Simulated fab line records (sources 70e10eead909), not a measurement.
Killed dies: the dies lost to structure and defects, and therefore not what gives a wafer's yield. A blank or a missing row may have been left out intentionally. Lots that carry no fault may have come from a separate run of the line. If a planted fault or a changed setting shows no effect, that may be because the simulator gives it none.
The tool behind it: which one?	flow nand_harc	Sampling: 24 lots, 72 wafers, 5 of 1302 route steps

WHAT EACH GAUGE READ, for each wafer
NHARC_A_ONON_D2_THK_MEAS_05: measures by ellipsometry. Usual: thk_nm reads 998 nm (standard deviation 11).
lot	measured	on	thk_nm (nm)	flag
L075	day 12 07:07	film_metro-01	1007 1008 1005	
L074	day 12 07:15	film_metro-01	980 979 978	
L076	day 13 11:30	film_metro-01	988 989 989	
L077	day 13 18:57	film_metro-02	993 994 994	
L079	day 14 08:56	film_metro-02	991 988 988	
L078	day 14 09:07	film_metro-01	991 989 989	
L080	day 15 02:40	film_metro-02	1012 1012 1011	
L081	day 15 02:42	film_metro-01	995 995 996	
L082	day 15 16:29	film_metro-02	1004 1005 1005	
L083	day 15 16:32	film_metro-01	1012 1012 1011	
L084	day 16 22:57	film_metro-01	1017 1016 1017	
L085	day 17 07:15	film_metro-02	1001 1001 1002	
L086	day 17 14:26	film_metro-01	999 998 998	
L087	day 18 02:04	film_metro-01	980 980 980	
L089	day 18 09:43	film_metro-01	1003 1001 1002	
L088	day 18 09:44	film_metro-02	987 986 989	
L090	day 18 21:04	film_metro-01	1010 1011 1009	
L092	day 19 15:04	film_metro-02	1000 1000 1001	
L091	day 19 15:04	film_metro-01	999 1000 997	
L093	day 20 15:17	film_metro-01	1017 1016 1015	
L094	day 20 18:53	film_metro-02	974 975 975	
L095	day 20 18:53	film_metro-02	999 999 999	
L097	day 21 14:56	film_metro-01	991 991 990	
L096	day 21 14:57	film_metro-02	1007 1007 1008	

NHARC_A_CHANNEL_FILL_D2_INSPECT_13. Usual: raw_defect_count reads 389 (standard deviation 130).
lot	measured	on	raw_defect_count	flag
L075	day 15 07:47	defect_inspect-02	417 334 335	
L074	day 15 13:51	defect_inspect-02	214 223 192	
L076	day 16 15:20	defect_inspect-02	443 533 697	
L077	day 16 22:48	defect_inspect-02	440 390 455	
L079	day 17 07:02	defect_inspect-02	333 403 414	
L078	day 17 07:03	defect_inspect-01	277 389 314	
L080	day 18 05:41	defect_inspect-01	369 413 361	
L081	day 18 05:41	defect_inspect-02	433 512 472	
L082	day 18 15:46	defect_inspect-01	250 291 333	
L083	day 18 15:53	defect_inspect-01	296 418 333	
L084	day 19 23:55	defect_inspect-02	179 267 197	
L085	day 20 13:27	defect_inspect-02	324 319 402	
L086	day 20 20:06	defect_inspect-02	516 372 307	
L087	day 21 02:40	defect_inspect-01	401 1031 595	
L089	day 21 09:43	defect_inspect-01	431 480 565	
L088	day 21 12:55	defect_inspect-02	479 352 428	
L090	day 22 01:16	defect_inspect-02	271 375 302	
L092	day 22 15:15	defect_inspect-02	305 349 309	
L091	day 22 15:15	defect_inspect-01	364 435 518	
L093	day 23 20:20	defect_inspect-01	433 346 418	
L094	day 24 07:59	defect_inspect-02	590 619 304	
L095	day 24 02:56	defect_inspect-01	283 333 318	
L097	day 24 15:34	defect_inspect-02	459 369 514	
L096	day 24 15:23	defect_inspect-01	492 284 488	

TOOL THAT RAN EACH LOT (tool first, then ch and the chambers of the sampled wafers, then the start)
lot	NHARC_A_CHANNEL_HOLE_D2_ETCH_16	NHARC_A_CHANNEL_HOLE_D2_STRIP_28	NHARC_A_CHANNEL_FILL_D2_ALD_16
L075	rie_diel-11 ch 1,2,3, day 13 19:52 or earlier	rie_diel-11 ch 0,2,3, day 13 19:52 or earlier	ald_hk-02 ch 0,1,2, day 13 19:52
L074	rie_diel-04 ch 1,2,3, day 13 23:20 or earlier	rie_diel-04 ch 1,2,3, day 13 23:20 or earlier	ald_hk-04 ch 1,2,3, day 13 23:20
L076	rie_diel-11 ch 0,3, day 15 01:26 or earlier	rie_diel-04 ch 2,3, day 15 01:26 or earlier	ald_hk-01 ch 1,2, day 15 01:26
L077	rie_diel-11 ch 1,2, day 15 09:52 or earlier	rie_diel-10 ch 0,1,3, day 15 09:52 or earlier	ald_hk-01 ch 1,2,3, day 15 09:52
L079	rie_diel-11 ch 0,2, day 15 19:01 or earlier	rie_diel-11 ch 0,1,3, day 15 19:01 or earlier	ald_hk-01 ch 1,2, day 15 19:01
L078	rie_diel-04 ch 2,3, day 15 19:13 or earlier	rie_diel-10 ch 0,3, day 15 19:13 or earlier	ald_hk-01 ch 2,3, day 15 19:13
L080	rie_diel-10 ch 2,3, day 16 12:55 or earlier	rie_diel-11 ch 0,2,3, day 16 12:55 or earlier	ald_hk-01 ch 2,3, day 16 12:55
L081	rie_diel-11 ch 0,1,2, day 16 15:56 or earlier	rie_diel-10 ch 0,2,3, day 16 15:56 or earlier	ald_hk-04 ch 1,3, day 16 15:56
L082	rie_diel-10 ch 0,1,3, day 17 03:11 or earlier	rie_diel-11 ch 1,2, day 17 03:11 or earlier	ald_hk-02 ch 1,2,3, day 17 03:11
L083	rie_diel-04 ch 0,2,3, day 17 03:12 or earlier	rie_diel-04 ch 0,1, day 17 03:12 or earlier	ald_hk-01 ch 0,1,2, day 17 03:12
L084	rie_diel-10 ch 0,3, day 18 11:17 or earlier	rie_diel-11 ch 0,2,3, day 18 11:17 or earlier	ald_hk-04 ch 0,1,3, day 18 11:17
L085	rie_diel-11 ch 0,1,3, day 18 20:49 or earlier	rie_diel-10 ch 1,2,3, day 18 20:49 or earlier	ald_hk-04 ch 0,3, day 18 20:49
L086	rie_diel-10 ch 0,2, day 19 05:07 or earlier	rie_diel-11 ch 1,2,3, day 19 05:07 or earlier	ald_hk-01 ch 0,1,3, day 19 05:07
L087	rie_diel-04 ch 1,2,3, day 19 15:23 or earlier	rie_diel-10 ch 2,3, day 19 15:23 or earlier	ald_hk-02 ch 0,1,2, day 19 15:23
L089	rie_diel-10 ch 2,3, day 19 21:47 or earlier	rie_diel-11 ch 1,3, day 19 21:47 or earlier	ald_hk-02 ch 0,1,2, day 19 21:47
L088	rie_diel-04 ch 0,1, day 19 21:47 or earlier	rie_diel-04 ch 0,1,3, day 19 21:47 or earlier	ald_hk-01 ch 2,3, day 19 21:47
L090	rie_diel-11 ch 2,3, day 20 13:09 or earlier	rie_diel-11 ch 0,1,3, day 20 13:09 or earlier	ald_hk-01 ch 0,1, day 20 13:09
L092	rie_diel-04 ch 0,3, day 21 01:57 or earlier	rie_diel-10 ch 2,3, day 21 01:57 or earlier	ald_hk-02 ch 0,2,3, day 21 01:57
L091	rie_diel-10 ch 0,2, day 21 01:46 or earlier	rie_diel-04 ch 0,1, day 21 01:46 or earlier	ald_hk-02 ch 0,2,3, day 21 01:46
L093	rie_diel-04 ch 1,2,3, day 22 07:44 or earlier	rie_diel-10 ch 0,1, day 22 07:44 or earlier	ald_hk-01 ch 1,2,3, day 22 07:44
L094	rie_diel-11 ch 0,1,2, day 22 12:05 or earlier	rie_diel-04 ch 0,1,3, day 22 12:05 or earlier	ald_hk-01 ch 0,1,2, day 22 12:05
L095	rie_diel-10 ch 1,2,3, day 22 12:03 or earlier	rie_diel-11 ch 1,2,3, day 22 12:03 or earlier	ald_hk-02 ch 1,3, day 22 12:03
L097	rie_diel-10 ch 0,1,3, day 23 02:40 or earlier	rie_diel-11 ch 2,3, day 23 02:40 or earlier	ald_hk-04 ch 1,2, day 23 02:40
L096	rie_diel-04 ch 0,2,3, day 23 02:42 or earlier	rie_diel-10 ch 2,3, day 23 02:42 or earlier	ald_hk-01 ch 0,1, day 23 02:42
- NHARC_A_CHANNEL_HOLE_D2_ETCH_16: etches the open film in O2/COS, target depth 3100 nm, time 806 s.
- NHARC_A_CHANNEL_HOLE_D2_STRIP_28: strips in O2.
- NHARC_A_CHANNEL_FILL_D2_ALD_16: deposits SiO2, target thk 1.5 nm, pulse time 10 s, ald cycles 15.

WHAT THE TOOLS THEMSELVES READ (means of the sampled wafers that have a number; where no wafer has one, the mark that the record gives instead)
NHARC_A_CHANNEL_HOLE_D2_ETCH_16. Usual: drypump_motor_current_A 5.7 A, standard deviation 0.61; oes_product_au 1.001 a.u., standard deviation 0.013; rf_vpp_V 314.4 V, standard deviation 2.2; showerhead_plenum_p_Torr 3.13 Torr, standard deviation 0.14; throttle_valve_pct 28.331 %, standard deviation 0.0083.
lot	tool	drypump_motor_current_A (A)	oes_product_au (a.u.)	rf_vpp_V (V)	showerhead_plenum_p_Torr (Torr)	throttle_valve_pct (%)	flag
L075	rie_diel-11	5.8	0.998	313.3	3.10	28.335	
L074	rie_diel-04	5.6	0.998	314.7	3.16	28.332	
L076	rie_diel-11	5.1	0.990	312.5	3.00	28.329	
L077	rie_diel-11	6.4	0.990	316.2	3.21	28.330	
L079	rie_diel-11	5.6	0.994	314.3	3.11	28.327	
L078	rie_diel-04	5.3	0.998	315.5	3.22	28.324	
L080	rie_diel-10	5.6	0.997	315.6	3.27	28.338	
L081	rie_diel-11	5.8	1.005	314.1	3.12	28.329	
L082	rie_diel-10	5.6	1.002	315.7	3.24	28.332	
L083	rie_diel-04	6.0	1.011	313.8	3.10	28.334	
L084	rie_diel-10	5.7	0.991	315.8	3.28	28.338	
L085	rie_diel-11	5.3	0.992	312.6	3.01	28.335	
L086	rie_diel-10	5.8	0.986	315.3	3.21	28.336	
L087	rie_diel-04	5.6	1.011	314.0	3.15	28.323	
L089	rie_diel-10	5.6	0.996	315.3	3.20	28.340	
L088	rie_diel-04	6.1	1.009	314.0	3.08	28.334	
L090	rie_diel-11	6.2	0.999	314.7	3.17	28.324	
L092	rie_diel-04	6.1	1.017	312.8	3.09	28.330	
L091	rie_diel-10	5.7	0.992	316.0	3.21	28.335	
L093	rie_diel-04	5.6	1.009	314.4	3.15	28.323	
L094	rie_diel-11	5.8	1.009	314.0	3.12	28.329	
L095	rie_diel-10	5.5	1.000	316.0	3.20	28.336	
L097	rie_diel-10	5.6	1.002	316.4	3.24	28.332	
L096	rie_diel-04	6.0	1.000	313.3	3.09	28.328	

NHARC_A_CHANNEL_HOLE_D2_STRIP_28. Usual: drypump_motor_current_A 5.7 A, standard deviation 0.61; oes_product_au 1.001 a.u., standard deviation 0.012; rf_vpp_V 57.9 V, standard deviation 0.88; showerhead_plenum_p_Torr 3.55 Torr, standard deviation 0.15; throttle_valve_pct 17.036 %, standard deviation 0.0085.
lot	tool	drypump_motor_current_A (A)	oes_product_au (a.u.)	rf_vpp_V (V)	showerhead_plenum_p_Torr (Torr)	throttle_valve_pct (%)	flag
L075	rie_diel-11	5.6	0.993	57.6	3.49	17.039	
L074	rie_diel-04	5.6	1.004	58.3	3.57	17.033	
L076	rie_diel-04	5.8	0.993	59.0	3.52	17.039	
L077	rie_diel-10	5.6	1.001	58.1	3.66	17.029	
L079	rie_diel-11	5.3	1.004	58.1	3.41	17.037	
L078	rie_diel-10	5.7	0.999	58.2	3.74	17.046	
L080	rie_diel-11	5.6	0.990	57.7	3.49	17.042	
L081	rie_diel-10	5.7	0.999	58.0	3.66	17.047	
L082	rie_diel-11	6.0	1.008	57.4	3.54	17.038	
L083	rie_diel-04	6.1	1.008	58.0	3.48	17.023	
L084	rie_diel-11	5.6	0.998	57.1	3.49	17.026	
L085	rie_diel-10	5.5	0.999	57.9	3.61	17.027	
L086	rie_diel-11	5.8	0.990	57.9	3.50	17.033	
L087	rie_diel-10	5.6	0.992	58.3	3.70	17.040	
L089	rie_diel-11	5.5	1.007	58.2	3.42	17.042	
L088	rie_diel-04	5.8	1.006	58.2	3.55	17.032	
L090	rie_diel-11	5.3	1.006	56.8	3.40	17.036	
L092	rie_diel-10	5.6	0.999	58.2	3.61	17.032	
L091	rie_diel-04	6.5	1.007	57.6	3.41	17.041	
L093	rie_diel-10	5.7	0.996	58.5	3.62	17.033	
L094	rie_diel-04	5.8	1.007	57.3	3.55	17.043	
L095	rie_diel-11	5.8	1.015	57.5	3.49	17.036	
L097	rie_diel-11	6.2	1.002	58.4	3.58	17.033	
L096	rie_diel-10	5.6	1.001	57.6	3.61	17.033	

NHARC_A_CHANNEL_FILL_D2_ALD_16. Usual: heater_power_w 471 W, standard deviation 37; precursor_pulse_height_rel 1.005, standard deviation 0.021.
lot	tool	heater_power_w (W)	precursor_pulse_height_rel	flag
L075	ald_hk-02	510	1.012	
L074	ald_hk-04	444	0.994	
L076	ald_hk-01	485	0.995	
L077	ald_hk-01	467	1.017	
L079	ald_hk-01	478	1.015	
L078	ald_hk-01	503	1.018	
L080	ald_hk-01	486	0.978	
L081	ald_hk-04	444	1.000	
L082	ald_hk-02	500	1.000	
L083	ald_hk-01	461	1.022	
L084	ald_hk-04	463	1.005	
L085	ald_hk-04	485	1.006	
L086	ald_hk-01	451	0.994	
L087	ald_hk-02	502	1.001	
L089	ald_hk-02	506	0.993	
L088	ald_hk-01	484	1.008	
L090	ald_hk-01	425	0.991	
L092	ald_hk-02	493	1.011	
L091	ald_hk-02	490	1.014	
L093	ald_hk-01	452	1.013	
L094	ald_hk-01	435	0.993	
L095	ald_hk-02	507	1.026	
L097	ald_hk-04	436	0.998	
L096	ald_hk-01	403	1.009	

THE ANSWER, worked out from the rows above alone
Rule: a lot is off if the mean of its wafers that have a number lies more than 3 standard deviations from the usual mean. A lot without any number at a reading at which 4 lots or more have one is off too. All remaining lots with rows at the step are treated as sound. First the gauges in route order, then the tools' own readings, where a lot's mean is used as printed above. The first step at which some lot is off is used, and at that step the reading that is off furthest; a lot without a number counts as furthest.
None of the lots is off at any reading shown; this tells nothing.

WHAT HAD BEEN PUT IN BY THE SIMULATOR
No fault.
